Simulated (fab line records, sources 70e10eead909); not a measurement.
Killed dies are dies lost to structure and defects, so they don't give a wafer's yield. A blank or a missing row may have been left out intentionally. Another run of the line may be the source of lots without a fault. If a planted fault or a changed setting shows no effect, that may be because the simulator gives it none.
The tool behind it: which one? / flow nand-harc / 12 lots with 36 wafers sampled at 5 steps, on a route of 1159 steps

== WHAT EACH GAUGE READ, for each wafer ==
NHARC_A_CONTACT_INSPECT_71.
lot=L075; measured=day 16 14:56; on=defect-inspect-01; raw-defect-count=11 18 14
lot=L076; measured=day 17 06:26; on=defect-inspect-01; raw-defect-count=25 22 29
lot=L078; measured=day 17 13:47; on=defect-inspect-01; raw-defect-count=25 32 36
lot=L081; measured=day 18 09:42; on=defect-inspect-02; raw-defect-count=23 18 23
lot=L084; measured=day 19 00:07; on=defect-inspect-02; raw-defect-count=33 40 35
lot=L083; measured=day 19 15:35; on=defect-inspect-02; raw-defect-count=12 11 18
lot=L087; measured=day 20 00:52; on=defect-inspect-02; raw-defect-count=12 8 16
lot=L089; measured=day 20 07:14; on=defect-inspect-01; raw-defect-count=8 9 16
lot=L091; measured=day 20 23:14; on=defect-inspect-01; raw-defect-count=33 23 29
lot=L092; measured=day 21 12:13; on=defect-inspect-01; raw-defect-count=31 35 36
lot=L095; measured=day 21 19:13; on=defect-inspect-02; raw-defect-count=32 42 45
lot=L097; measured=day 22 10:54; on=defect-inspect-01; raw-defect-count=13 12 12

== EACH LOT AND THE TOOL THAT RAN IT (in order: tool; ch and the chambers of the sampled wafers; start) ==
lot=L075; NHARC_A_CONTACT_ETCH_115=har-cap-etch-02 ch 1, day 16 07:41; NHARC_A_CONTACT_ETCH_117=har-cap-etch-02 ch 1, day 16 07:52; NHARC_A_CONTACT_ETCH_122=har-cap-etch-02 ch 1, day 16 08:19; NHARC_A_CONTACT_STRIP_55=rie-diel-06 ch 0,1, day 16 14:56 or earlier
lot=L076; NHARC_A_CONTACT_ETCH_115=har-cap-etch-02 ch 0,1, day 16 23:34; NHARC_A_CONTACT_ETCH_117=har-cap-etch-02 ch 0,1, day 16 23:44; NHARC_A_CONTACT_ETCH_122=har-cap-etch-02 ch 0,1, day 17 00:11; NHARC_A_CONTACT_STRIP_55=rie-diel-03 ch 2,3, day 17 06:26 or earlier
lot=L078; NHARC_A_CONTACT_ETCH_115=har-cap-etch-03 ch 0,1, day 17 08:37; NHARC_A_CONTACT_ETCH_117=har-cap-etch-03 ch 0,1, day 17 08:48; NHARC_A_CONTACT_ETCH_122=har-cap-etch-03 ch 0,1, day 17 09:16; NHARC_A_CONTACT_STRIP_55=rie-diel-06 ch 1,2, day 17 13:47 or earlier
lot=L081; NHARC_A_CONTACT_ETCH_115=har-cap-etch-02 ch 0,1, day 18 04:34; NHARC_A_CONTACT_ETCH_117=har-cap-etch-02 ch 0,1, day 18 04:44; NHARC_A_CONTACT_ETCH_122=har-cap-etch-02 ch 0,1, day 18 05:11; NHARC_A_CONTACT_STRIP_55=rie-diel-06 ch 0,1,2, day 18 09:42 or earlier
lot=L084; NHARC_A_CONTACT_ETCH_115=har-cap-etch-01 ch 0,1, day 18 18:49; NHARC_A_CONTACT_ETCH_117=har-cap-etch-01 ch 0,1, day 18 18:59; NHARC_A_CONTACT_ETCH_122=har-cap-etch-01 ch 0,1, day 18 19:26; NHARC_A_CONTACT_STRIP_55=rie-diel-06 ch 0,1,3, day 19 00:07 or earlier
lot=L083; NHARC_A_CONTACT_ETCH_115=har-cap-etch-01 ch 0,1, day 19 09:32; NHARC_A_CONTACT_ETCH_117=har-cap-etch-01 ch 0,1, day 19 09:43; NHARC_A_CONTACT_ETCH_122=har-cap-etch-01 ch 0,1, day 19 10:10; NHARC_A_CONTACT_STRIP_55=rie-diel-06 ch 0,1,2, day 19 15:35 or earlier
lot=L087; NHARC_A_CONTACT_ETCH_115=har-cap-etch-02 ch 0,1, day 19 18:11; NHARC_A_CONTACT_ETCH_117=har-cap-etch-02 ch 0,1, day 19 18:23; NHARC_A_CONTACT_ETCH_122=har-cap-etch-02 ch 0,1, day 19 18:50; NHARC_A_CONTACT_STRIP_55=rie-diel-03 ch 0,2,3, day 20 00:52 or earlier
lot=L089; NHARC_A_CONTACT_ETCH_115=har-cap-etch-01 ch 0,1, day 20 01:59; NHARC_A_CONTACT_ETCH_117=har-cap-etch-01 ch 0,1, day 20 02:10; NHARC_A_CONTACT_ETCH_122=har-cap-etch-01 ch 0,1, day 20 02:37; NHARC_A_CONTACT_STRIP_55=rie-diel-06 ch 0,2,3, day 20 07:14 or earlier
lot=L091; NHARC_A_CONTACT_ETCH_115=har-cap-etch-03 ch 0,1, day 20 18:05; NHARC_A_CONTACT_ETCH_117=har-cap-etch-03 ch 0,1, day 20 18:16; NHARC_A_CONTACT_ETCH_122=har-cap-etch-03 ch 0,1, day 20 18:43; NHARC_A_CONTACT_STRIP_55=rie-diel-08 ch 1,3, day 20 23:14 or earlier
lot=L092; NHARC_A_CONTACT_ETCH_115=har-cap-etch-03 ch 0,1, day 21 03:44; NHARC_A_CONTACT_ETCH_117=har-cap-etch-03 ch 0,1, day 21 03:55; NHARC_A_CONTACT_ETCH_122=har-cap-etch-03 ch 0,1, day 21 04:22; NHARC_A_CONTACT_STRIP_55=rie-diel-06 ch 0,2,3, day 21 12:13 or earlier
lot=L095; NHARC_A_CONTACT_ETCH_115=har-cap-etch-01 ch 0,1, day 21 13:55; NHARC_A_CONTACT_ETCH_117=har-cap-etch-01 ch 0,1, day 21 14:07; NHARC_A_CONTACT_ETCH_122=har-cap-etch-01 ch 0,1, day 21 14:34; NHARC_A_CONTACT_STRIP_55=rie-diel-03 ch 0,1,2, day 21 19:13 or earlier
lot=L097; NHARC_A_CONTACT_ETCH_115=har-cap-etch-03 ch 0,1, day 22 03:23; NHARC_A_CONTACT_ETCH_117=har-cap-etch-03 ch 0,1, day 22 03:34; NHARC_A_CONTACT_ETCH_122=har-cap-etch-03 ch 0,1, day 22 04:01; NHARC_A_CONTACT_STRIP_55=rie-diel-08 ch 0,2,3, day 22 10:54 or earlier
- NHARC_A_CONTACT_ETCH_115: etches the open film in C4F8/O2/Ar, time 94 s, target depth 922 nm.
- NHARC_A_CONTACT_ETCH_117: etches the open film in C4F8/O2/Ar, time 94 s, target depth 922 nm.
- NHARC_A_CONTACT_ETCH_122: etches the open film in C4F8/O2/Ar, time 95 s, target depth 930 nm.
- NHARC_A_CONTACT_STRIP_55: strips in O2.

== THE ANSWER, worked out from the rows above alone ==
Rule: what is usual is taken from the lots themselves. The widest of any qualifying gaps counts: lots, ordered by their means at a reading, are off when they make up no more than a third of the lots, leave a main group of 4 or more, and stand apart from it by 3 or more times the standard deviation of that group's means. The tables above print the reading to a certain number of digits; a main group whose means all agree to those digits is not used. A lot without any number at a reading at which 4 lots or more have one is off too. The other lots that the step has rows for count as sound.
No lot is off on any of the readings shown, so nothing can be concluded from this.

== WHAT THE SIMULATOR PUT IN ==
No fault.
